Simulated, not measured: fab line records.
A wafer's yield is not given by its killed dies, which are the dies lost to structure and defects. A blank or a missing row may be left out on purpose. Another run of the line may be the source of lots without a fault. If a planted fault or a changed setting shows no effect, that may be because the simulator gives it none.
Comparing a struck lot with a sound one || flow nand harc || 14 steps out of a route of 1159
Sound: the wafers L343.4, L343.5, L343.6. Wafers L351.2, L351.3, L351.6 were the ones struck. The cause is given at the end.
For every step that has rows: the tool of each side, followed by ch and its chambers, followed by its first start. Under that, the readings that differ: sound wafers || struck wafers || difference of the means || sigmas: that difference in standard deviations of wafers without a fault.
alike: readings whose means differ by less than 2 such deviations, and words and numbers that are the same on both sides. not compared: withheld readings, readings that some wafer has no value for, bounds like >300 that may hide the same value, and numbers for which the record gives no deviation and whose values overlap.
The two part at a step that has a row with sigmas, a row that says differs or no value, or rows on one side only. When numbers do not overlap yet have no deviation, they are printed without sigmas and do not part them. Lack of a reading on every wafer of one side parts them only where that side has two or more wafers.

NHARC_A_M0_CD_MEAS_09 targets a cd of 80 nm.
  sound on cd sem-02 ch 0, day 17 08:53; struck on cd sem-01 ch 0, day 20 04:50
  alike: cd nm
NHARC_A_M0_OVL_MEAS_10: pitch 160 nm.
  sound on overlay-01, day 17 08:58; struck on overlay-01, day 20 04:55
{"reading": "overlay x nm (nm)", "sound": "-1.6 -1.6 -1.5", "struck": "0.5 0.3 1.0", "difference": "+2.2", "sigmas": "+2"}
  alike: overlay y nm
NHARC_A_M0_INSPECT_11:
  sound on defect inspect-01, day 17 09:01; struck on defect inspect-02, day 20 04:57
  alike: raw defect count
then, 1 step without rows for these wafers: NHARC_A_M0_DESCUM_14 (chemistry O2, time 3 s).
NHARC_A_M0_ETCH_34: etches the open film in N2/H2, target depth 40 nm, overetch 12 nm, time 43.94 s.
  sound on rie diel-01 ch 1,2,3, day 17 09:10; struck on rie diel-05 ch 1,2,3, day 20 05:06
{"reading": "oes product au (a.u.)", "sound": "1.010 1.007 1.029", "struck": "0.980 0.990 0.999", "difference": -0.026, "sigmas": -2}
{"reading": "throttle valve pct (%)", "sound": "14.187 14.180 14.182", "struck": "14.180 14.153 14.161", "difference": -0.018, "sigmas": -2}
  alike: drypump motor current A, rf vpp V, showerhead plenum p Torr
  not compared: rf hours counter h
NHARC_A_M0_ETCH_15: etches the open film in C4F8/Ar, target depth 150 nm, overetch 15 nm, time 82.5 s.
  sound: rie diel-01 ch 0,2,3; struck: rie diel-05 ch 0,1
  alike: oes product au, rf vpp V
  not compared: rf hours counter h
NHARC_A_M0_CD_MEAS_16:
  sound on cd sem-02, day 17 09:22; struck on cd sem-02, day 20 05:19
  alike: cd nm
then, 2 steps without rows for these wafers: NHARC_A_M0_STRIP_18 (strips in N2/H2); NHARC_A_M0_STRIP_19 (strips in post etch residue remover, time 600 s).
NHARC_A_M0_DEGAS_28: time 60 s.
  sound on pvd sputter-01, day 17 10:00; struck on pvd sputter-02, day 20 05:56
  alike: heater power w
NHARC_A_M0_PRE_CLEAN_29: time 30 s.
  sound on pvd sputter-01; struck on pvd sputter-02
  alike: heater power w
NHARC_A_M0_PVD_20: deposits TaN, target thk 5 nm, time 8.06 s.
  sound on pvd sputter-01; struck on pvd sputter-02
  alike: bias v, cathode dc power W, substrate temp c, throttle valve pct
NHARC_A_M0_PVD_21: deposits Cu, target thk 30 nm, time 20.49 s.
  sound on pvd sputter-01, day 17 10:13; struck on pvd sputter-02, day 20 06:10
  no value came back on the struck wafers for cathode dc power W (W), chamber pressure pa (Pa), substrate temp c (C), throttle valve pct (%); on the sound wafers cathode dc power W (W) reads 4999.7 5000.8 4999.4
then, 1 step without rows for these wafers: NHARC_A_M0_ECD_22 (material Cu, target thk 400 nm).

WHERE THEY PART
Earliest at NHARC_A_M0_OVL_MEAS_10; latest, in this record, at NHARC_A_M0_PVD_21.

WHY: the cause the simulator had injected
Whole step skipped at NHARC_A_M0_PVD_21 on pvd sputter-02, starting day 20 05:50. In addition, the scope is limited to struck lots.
